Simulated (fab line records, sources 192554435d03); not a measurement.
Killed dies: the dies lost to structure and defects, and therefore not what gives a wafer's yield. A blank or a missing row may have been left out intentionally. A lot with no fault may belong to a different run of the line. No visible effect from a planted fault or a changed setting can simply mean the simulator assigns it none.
Lot-split experiment | flow n5Finfet | 39 wafers read across 7 lots, on a route 1938 steps long

## ON THE SPLIT
At N5_BEOL_M3_VIA_ETCH_34 (etches the open film in C4F6/O2, target depth 69.4 nm, time 65.9 s), the setting timeS was moved away from the recipe's 65.9 s on 12 of the 39 wafers read, by -59.0% to +41.0%. For the rest of the wafers, this setting stayed at what the recipe calls for.

The reading comes from the split's own step.

## THE READING
SOC_of_BEOL_M3_COAT_67.thkNm (the simulator's own value, which no gauge read), in nm, at N5_BEOL_M3_VIA_ETCH_34 (etches the open film in C4F6/O2, target depth 69.4 nm, time 65.9 s). There is no usual value for it anywhere in the file. The 27 wafers here that ran the recipe average 52.1 nm, standard deviation 0.28 nm.

wafer  | tool, chamber at the split | timeS as run, s | against the recipe | SOC_of_BEOL_M3_COAT_67.thkNm, nm | against lot-mates on the recipe
L078.1 | rieDiel-01, 1              | 65.9            | recipe             | 52.2                             | -
L078.2 | rieDiel-01, 3              | 65.9            | recipe             | 52.2                             | -
L078.4 | rieDiel-01, 0              | 65.9            | recipe             | 52.2                             | -
L080.1 | rieDiel-04, 3              | 65.9            | recipe             | 51.6                             | -
L080.2 | rieDiel-04, 0              | 65.9            | recipe             | 52.4                             | -
L080.3 | rieDiel-04, 0              | 65.9            | recipe             | 52.2                             | -
L080.4 | rieDiel-04, 3              | 65.9            | recipe             | 51.8                             | -
L080.5 | rieDiel-04, 0              | 65.9            | recipe             | 52.4                             | -
L080.6 | rieDiel-04, 3              | 65.9            | recipe             | 52                               | -
L081.1 | rieDiel-01, 0              | 65.9            | recipe             | 52.6                             | -
L081.2 | rieDiel-01, 1              | 65.9            | recipe             | 52.4                             | -
L081.3 | rieDiel-01, 2              | 92.92           | +41.0%             | 48.4                             | -4.0
L081.4 | rieDiel-01, 3              | 92.92           | +41.0%             | 48.8                             | -3.6
L081.5 | rieDiel-01, 1              | 65.9            | recipe             | 52.2                             | -
L081.6 | rieDiel-01, 0              | 92.92           | +41.0%             | 49.2                             | -3.2
L084.1 | rieDiel-04, 0              | 65.9            | recipe             | 52.6                             | -
L084.2 | rieDiel-04, 1              | 37.19           | -43.6%             | 55.6                             | +3.5
L084.3 | rieDiel-04, 2              | 37.19           | -43.6%             | 55.2                             | +3.1
L084.4 | rieDiel-04, 2              | 65.9            | recipe             | 51.8                             | -
L084.5 | rieDiel-04, 0              | 37.19           | -43.6%             | 55.6                             | +3.5
L084.6 | rieDiel-04, 1              | 65.9            | recipe             | 52                               | -
L088.1 | rieDiel-01, 1              | 65.9            | recipe             | 52                               | -
L088.2 | rieDiel-01, 0              | 47.46           | -28.0%             | 54.6                             | +2.5
L088.3 | rieDiel-01, 3              | 65.9            | recipe             | 51.8                             | -
L088.4 | rieDiel-01, 2              | 47.46           | -28.0%             | 54.2                             | +2.1
L088.5 | rieDiel-01, 1              | 47.46           | -28.0%             | 54.4                             | +2.3
L088.6 | rieDiel-01, 0              | 65.9            | recipe             | 52.4                             | -
L093.1 | rieDiel-01, 1              | 27.03           | -59.0%             | 57                               | +5.1
L093.2 | rieDiel-01, 3              | 65.9            | recipe             | 51.8                             | -
L093.3 | rieDiel-01, 0              | 65.9            | recipe             | 52.2                             | -
L093.4 | rieDiel-01, 2              | 27.03           | -59.0%             | 56.6                             | +4.7
L093.5 | rieDiel-01, 1              | 27.03           | -59.0%             | 56.6                             | +4.7
L093.6 | rieDiel-01, 2              | 65.9            | recipe             | 51.8                             | -
L094.1 | rieDiel-04, 1              | 65.9            | recipe             | 52                               | -
L094.2 | rieDiel-04, 3              | 65.9            | recipe             | 51.8                             | -
L094.3 | rieDiel-04, 0              | 65.9            | recipe             | 52.4                             | -
L094.4 | rieDiel-04, 2              | 65.9            | recipe             | 51.8                             | -
L094.5 | rieDiel-04, 2              | 65.9            | recipe             | 51.8                             | -
L094.6 | rieDiel-04, 1              | 65.9            | recipe             | 51.8                             | -

FIT RESULTS
A straight line over all 39 wafers: SOC_of_BEOL_M3_COAT_67.thkNm changes by -0.0793 nm for each +1% of timeS; r = -0.99; the points scatter about the line by 0.27 nm.
The same after taking each lot's own level away (the mean of its wafers on the recipe; 39 wafers): -0.0822 nm for each +1%; r = -0.99; scatter 0.26 nm.
On that fit, the largest move of timeS shifts the reading by 4.8 nm.
From 51.93 to 52.40 nm: that is the span of the lots' own levels, equal to 1.7 times the standard deviation above.
The two slopes are in agreement: the lot-to-lot level therefore moves the slope only a little.
Check: with one of the wafers moved furthest among these (-59.0%) left out of the fit, the line predicts +4.77 nm for it against its lot-mates. It came out at +5.07 nm against them.

## ADDITIONAL SPLITS CARRIED BY THESE WAFERS
Other splits were also applied to these wafers ahead of the reading. Each is held against what the fit with the lots' levels taken away leaves over:
other split on the same wafers           | wafers away from the commonest value | r with SOC_of_BEOL_M3_COAT_67.thkNm (lot level and that fit taken away)
N5_FIN_SAQP_ETCH_65 timeS                | 12                                   | +0.07
N5_DUMMY_GATE_HM_DEP_06 timeS            | 30                                   | +0.03
N5_HKMG_FIN_ETCH_86 targetDepthA         | 6                                    | +0.07
N5_MOL_CONTACT_COAG_ETCH_15 targetDepthA | 9                                    | -0.05
N5_BEOL_M0_TRENCH_ETCH_107 targetDepthA  | 18                                   | +0.12

## THE WHOLE CHAIN: every reading that the file lists as answering this split, in the file's order
step                   | what it does                                                       | reading                                                                       | change (the file's fit)                | r (the file's)
N5_BEOL_M3_VIA_ETCH_34 | etches the open film in C4F6/O2, target depth 69.4 nm, time 65.9 s | etch.depthNm (the simulator's own value, which no gauge read)                 | +0.698 nm for each +1% of the setting  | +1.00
N5_BEOL_M3_VIA_ETCH_34 | etches the open film in C4F6/O2, target depth 69.4 nm, time 65.9 s | SOC_of_BEOL_M3_COAT_67.thkNm (the simulator's own value, which no gauge read) | -0.0818 nm for each +1% of the setting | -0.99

## THE FILE'S OWN FIT
SOC_of_BEOL_M3_COAT_67.thkNm changes by -0.0818 nm for each +1% of timeS, r = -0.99.
